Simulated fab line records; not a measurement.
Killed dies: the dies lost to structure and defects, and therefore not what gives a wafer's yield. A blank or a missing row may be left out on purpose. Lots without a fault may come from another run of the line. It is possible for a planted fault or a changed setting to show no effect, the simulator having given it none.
Matching of chambers | flow nand-harc | NHARC_A_CHANNEL_HOLE_D2_ETCH_44 on rie-diel-03: 4 sister chambers
The step etches the open film in CF4/O2, target depth 140 nm, overetch 14 nm, time 77 s. 18 wafers are shown with their chamber, then 9 later ones without.

WAFERS PAIRED WITH THEIR CHAMBERS
wafer  | chamber | showerhead-plenum-p-Torr (Torr) | drypump-motor-current-A (A) | rf-vpp-V (V)
L076.4 | 3       | 1.41                            | 4.8                         | 199.4
L076.5 | 1       | 1.26                            | 5.8                         | 195.8
L076.6 | 0       | 1.38                            | 5.5                         | 197.9
L077.1 | 1       | 1.26                            | 5.7                         | 196.9
L077.2 | 0       | 1.38                            | 5.5                         | 198.2
L077.4 | 2       | 1.41                            | 6.0                         | 200.2
L080.1 | 1       | 1.26                            | 5.8                         | 194.3
L080.4 | 2       | 1.41                            | 6.1                         | 197.6
L080.5 | 2       | 1.41                            | 6.1                         | 199.2
L081.1 | 0       | 1.38                            | 5.5                         | 198.5
L081.2 | 2       | 1.41                            | 6.1                         | 198.1
L081.4 | 3       | 1.41                            | 4.8                         | 199.3
L082.1 | 0       | 1.37                            | 5.5                         | 199.0
L082.4 | 1       | 1.26                            | 5.8                         | 197.8
L082.6 | 2       | 1.41                            | 6.1                         | 199.3
L084.1 | 3       | 1.41                            | 4.8                         | 199.7
L084.5 | 2       | 1.41                            | 6.0                         | 199.1
L084.6 | 3       | 1.41                            | 4.8                         | 199.5

SIGNATURES (averages over the wafers above)
reading                  | chamber 0 | chamber 1 | chamber 2 | chamber 3 | scatter within a chamber
showerhead-plenum-p-Torr | 1.3775    | 1.2600    | 1.4100    | 1.4100    | 0.00231
drypump-motor-current-A  | 5.500     | 5.775     | 6.067     | 4.800     | 0.0386
rf-vpp-V                 | 198.400   | 196.200   | 198.917   | 199.475   | 0.921
Rule: distance of a wafer from a chamber = root of the sum over the readings of ((wafer's reading minus chamber's mean) / reading's scatter) squared. If the next closest chamber is less than 2 further off than the closest, the wafer can't be placed; otherwise it belongs to the closest. The scatter: the root of (the sum of the squares of (reading less its chamber's mean) over the shown wafers, divided by (wafers less chambers)).

WAFERS MISSING THEIR CHAMBER
wafer  | showerhead-plenum-p-Torr (Torr) | drypump-motor-current-A (A) | rf-vpp-V (V)
L085.1 | 1.41                            | 4.8                         | 199.9
L085.3 | 1.37                            | 5.5                         | 198.3
L085.5 | 1.41                            | 6.0                         | 199.8
L093.4 | 1.26                            | 5.8                         | 196.4
L093.5 | 1.41                            | 4.8                         | 200.5
L093.6 | 1.40                            | 6.1                         | 200.6
L094.1 | 1.40                            | 6.1                         | 199.6
L094.3 | 1.37                            | 5.5                         | 197.1
L094.4 | 1.41                            | 4.8                         | 199.5

WHICH CHAMBER EACH WENT THROUGH
wafer  | from the rows above | in truth
L085.1 | 3                   | 3
L085.3 | 0                   | 0
L085.5 | 2                   | 2
L093.4 | 1                   | 1
L093.5 | 3                   | 3
L093.6 | 2                   | 2
L094.1 | 2                   | 2
L094.3 | 0                   | 0
L094.4 | 3                   | 3
9 of 9 placed correctly. Left unplaced by these rows: 0. Placed wrongly: 0.
